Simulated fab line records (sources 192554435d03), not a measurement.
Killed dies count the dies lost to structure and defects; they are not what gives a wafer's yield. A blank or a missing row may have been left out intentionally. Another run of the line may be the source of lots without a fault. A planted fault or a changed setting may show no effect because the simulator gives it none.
Which tool is to blame? -- flow n5 finfet -- Sampling: 14 lots, 34 wafers, 3 of 1938 route steps

WHAT THE GAUGES READ, wafer by wafer
N5_BEOL_M12_CD_MEAS_10: target cd 140 nm.
lot,measured,on,cd nm (nm)
L633,day 10 17:56,cd sem-03,143 142 141
L636,day 11 08:32,cd sem-01,139 142
L635,day 11 11:50,cd sem-03,138 137
L639,day 11 20:23,cd sem-03,139 141
L641,day 12 13:57,cd sem-03,140 142
L640,day 12 14:14,cd sem-03,143 138
L642,day 12 16:37,cd sem-02,144 145 143
L643,day 12 20:07,cd sem-03,139 139
L645,day 13 21:00,cd sem-03,139 140
L646,day 14 04:21,cd sem-03,138 139
L648,day 14 13:43,cd sem-01,143 142 140
L651,day 15 01:23,cd sem-02,128 126 128
L650,day 15 04:07,cd sem-01,128 130 132
L654,day 15 21:01,cd sem-01,143 143 145

TOOL THAT RAN EACH LOT (tool first, then ch and the chambers of the sampled wafers, then the start)
lot,N5_BEOL_M11_DEGAS_44,N5_BEOL_M12_PEB_08
L633,"pvd sputter-01, day 10 15:24","litho track-04 ch 0, day 10 17:49"
L636,"pvd sputter-03, day 11 06:14","litho track-03 ch 0, day 11 08:26"
L635,"pvd sputter-01, day 11 09:18","litho track-05 ch 0, day 11 11:43"
L639,"pvd sputter-01, day 11 16:52","litho track-03 ch 0, day 11 20:16"
L641,"pvd sputter-03, day 12 11:34","litho track-03 ch 0, day 12 13:50"
L640,"pvd sputter-03, day 12 11:43","litho track-03 ch 0, day 12 14:08"
L642,"pvd sputter-02, day 12 13:50","litho track-03 ch 0, day 12 16:30"
L643,"pvd sputter-02, day 12 17:47","litho track-05 ch 0, day 12 20:01"
L645,"pvd sputter-02, day 13 18:37","litho track-05 ch 0, day 13 20:53"
L646,"pvd sputter-01, day 14 02:10","litho track-05 ch 0, day 14 04:14"
L648,"pvd sputter-01, day 14 11:28","litho track-03 ch 0, day 14 13:36"
L651,"pvd sputter-01, day 14 22:43","litho track-03 ch 0, day 15 01:16"
L650,"pvd sputter-01, day 15 01:50","litho track-03 ch 0, day 15 04:01"
L654,"pvd sputter-03, day 15 18:35","litho track-04 ch 0, day 15 20:53"
- N5_BEOL_M11_DEGAS_44: time 60 s.
- N5_BEOL_M12_PEB_08: peb time 90 s.

AS READ BY THE TOOLS THEMSELVES (means over the sampled wafers that have a number; for cases with no such wafer, the mark the record gives instead)
N5_BEOL_M11_DEGAS_44.
lot,tool,heater power w (W)
L633,pvd sputter-01,384
L636,pvd sputter-03,354
L635,pvd sputter-01,338
L639,pvd sputter-01,345
L641,pvd sputter-03,375
L640,pvd sputter-03,372
L642,pvd sputter-02,322
L643,pvd sputter-02,344
L645,pvd sputter-02,338
L646,pvd sputter-01,360
L648,pvd sputter-01,369
L651,pvd sputter-01,360
L650,pvd sputter-01,352
L654,pvd sputter-03,380

N5_BEOL_M12_PEB_08.
lot,tool,heater power total W (W),plate temp C (C)
L633,litho track-04,172.5,129.93
L636,litho track-03,172.6,130.08
L635,litho track-05,172.7,130.14
L639,litho track-03,172.9,129.93
L641,litho track-03,171.0,129.91
L640,litho track-03,171.6,129.95
L642,litho track-03,172.3,130.06
L643,litho track-05,172.6,129.86
L645,litho track-05,172.3,130.03
L646,litho track-05,171.4,129.98
L648,litho track-03,171.9,130.15
L651,litho track-03,166.1,126.42
L650,litho track-03,165.8,126.46
L654,litho track-04,172.6,129.90

THE ANSWER, worked out from the rows above alone
Rule: the usual values come from the lots themselves. The widest of any qualifying gaps counts: lots, ordered by their means at a reading, are off when they make up no more than a third of the lots, leave a main group of 4 or more, and stand apart from it by 3 or more times the standard deviation of that group's means. Not used: any main group whose means are identical at the precision the tables above print for the reading. A lot without any number at a reading at which 4 lots or more have one is off too. Where the step has rows for the other lots, those lots are counted as sound. First the gauges in route order, then the tools' own readings, where a lot's mean is used as printed above. At the first step where some lot is off, the reading lying furthest off is the one used; lots without a number count as furthest.
Off at N5_BEOL_M12_CD_MEAS_10 (cd nm): L651, L650. The main group: mean 141 nm, standard deviation 1.9.
A tool fits if, at a process step before that reading, it ran every lot that is off, and no sound lot after the first of them. The gauges at N5_BEOL_M12_CD_MEAS_10 aren't tried: what is off there is off at N5_BEOL_M12_PEB_08 too, on other tools, and a gauge's error can't cause that. Undecided on this evidence; 2 tools fit (pvd sputter-01 at N5_BEOL_M11_DEGAS_44, litho track-03 at N5_BEOL_M12_PEB_08).

WHAT THE SIMULATOR HAD INSERTED
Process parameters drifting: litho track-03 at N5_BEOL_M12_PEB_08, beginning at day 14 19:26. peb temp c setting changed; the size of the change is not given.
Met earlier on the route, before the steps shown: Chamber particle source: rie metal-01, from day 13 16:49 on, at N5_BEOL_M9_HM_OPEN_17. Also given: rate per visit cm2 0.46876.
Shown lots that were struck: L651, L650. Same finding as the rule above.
